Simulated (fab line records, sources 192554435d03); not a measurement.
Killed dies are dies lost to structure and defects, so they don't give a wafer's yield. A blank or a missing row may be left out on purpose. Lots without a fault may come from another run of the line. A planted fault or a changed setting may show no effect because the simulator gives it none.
A struck lot beside a sound one | flow n5_finfet | 19 steps out of a route of 1938
Sound: wafers L936.2, L936.3, L936.6. Struck: wafers L932.3, L932.4. The cause comes at the end.
At each step with rows: each side's tool, then ch and its chambers, then its first start. Under that, the readings that differ: sound wafers | struck wafers | difference of the means | sigmas: that difference in standard deviations of wafers without a fault.
alike: readings whose means differ by less than 2 such deviations, and words and numbers that are the same on both sides. not compared: withheld readings, readings that some wafer has no value for, bounds like >300 that may hide the same value, and numbers for which the record gives no deviation and whose values overlap.
The two part at a step that has a row with sigmas, a row that says differs or no value, or rows on one side only. Numbers that don't overlap but have no deviation are shown without sigmas and don't part them. A reading that every wafer of one side lacks parts them only if that side has two wafers or more.

N5_BEOL_M12_CMP_49: polishes, stops on SiOC, t overpolish 20.6 s, target thk 320 nm.
  sound on cmp-01 ch 0,3, day 15 19:01; struck on cmp-02 ch 0,3, day 15 00:16
  alike: barrier_field_endpoint_s, head_pressure_psi, motor_current_A, overpolish_run_s
N5_BEOL_M12_THK_MEAS_50: measures by xrf.
  sound on film_metro-02, day 15 19:16; struck on film_metro-02, day 15 00:29
  alike: M12_THK
then, 1 step without rows for these wafers: N5_BEOL_M12_PRE_CLEAN_52 (time 15 s).
N5_BEOL_M12_DEP_53: deposits SiCN from 3MS/NH3, target thk 30 nm, time 10.5 s.
  sound on pecvd-01 ch 1,2, day 15 19:19; struck on pecvd-01 ch 0,1, day 15 00:32
  alike: showerhead_plenum_p_Torr, throttle_valve_pct
N5_BEOL_M12_RS_MEAS_54: measures by four-point-probe.
  sound on film_metro-02, day 15 19:23; struck on film_metro-01, day 15 00:36
  alike: M12_RS
N5_BEOL_M12_INSPECT_55: inspects for defects (darkfield).
  sound on defect_inspect-02, day 15 19:25; struck on defect_inspect-02, day 15 00:38
  alike: raw_defect_count
N5_BEOL_M13_ILD_DEP_00: deposits SiOC from DEMS/O2, target thk 837.92 nm, time 166.4 s.
  sound on pecvd-03 ch 0,1,2, day 15 19:27; struck on pecvd-02 ch 0,2, day 15 00:40
  alike: heater_power_outer_w, heater_power_w, showerhead_plenum_p_Torr, throttle_valve_pct
N5_BEOL_M13_THK_MEAS_01:
  sound on film_metro-02, day 15 19:36; struck on film_metro-01, day 15 00:49
  alike: M13_ILD_THK
then, 4 steps without rows for these wafers: N5_BEOL_M13_COAT_58 (time 60 s, resist thk 89 nm); N5_BEOL_M13_COAT_04 (resist thk 400 nm); N5_BEOL_M13_EBR_06; N5_BEOL_M13_SOFTBAKE_05 (time 60 s).
N5_BEOL_M13_EXPOSE_07: exposes mask V12.
  sound on krf_scanner-02 ch 0, day 15 19:52; struck on krf_scanner-01 ch 0, day 15 01:05
  reading              | sound                | struck        | difference | sigmas
  exposure_dose_mJ_cm2 | 24.763 24.831 24.789 | 25.784 25.786 | +0.991     | +38
  alike: mask
then, 3 steps without rows for these wafers: N5_BEOL_M13_PEB_08 (peb time 90 s); N5_BEOL_M13_DEVELOP_09 (develop time 45 s); N5_BEOL_M13_HARDBAKE_14 (time 120 s).
N5_BEOL_M13_CD_MEAS_10: target cd 190 nm.
  sound on cd_sem-02 ch 0, day 15 20:02; struck on cd_sem-01 ch 0, day 15 01:15
  reading    | sound             | struck      | difference | sigmas
  cd_nm (nm) | 189.0 192.2 188.8 | 196.4 196.0 | +6.2       | +3
N5_BEOL_M13_OVL_MEAS_11:
  sound on overlay-02 ch 0, day 15 20:04; struck on overlay-02 ch 0, day 15 01:16
  alike: V12_OVL
N5_PASSIVATION_PROBE_49:
  sound on prober-02, day 17 06:48; struck on prober-01, day 16 14:02
  reading         | sound    | struck | difference | sigmas
  killed_at_M4_up | 18 12 27 | 6 4    | -14        | -3
  killed_at_other | 3 3 0    | 6 11   | +6         | +2
  alike: defect_limited_yield, killed_at_M0_to_M3, killed_at_contacts, killed_at_front_end, killed_dies, killed_open, killed_short, sort_bin_5_function, sort_bin_6_memory, sort_n_pass, sort_yield_pct

WHERE THEY PART
First at N5_BEOL_M13_EXPOSE_07; last, within this record, at N5_PASSIVATION_PROBE_49.

WHY: what the simulator had put in
Process parameter drift: krf_scanner-01, from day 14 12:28 on, at N5_BEOL_M13_EXPOSE_07. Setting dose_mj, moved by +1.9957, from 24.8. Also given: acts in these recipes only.
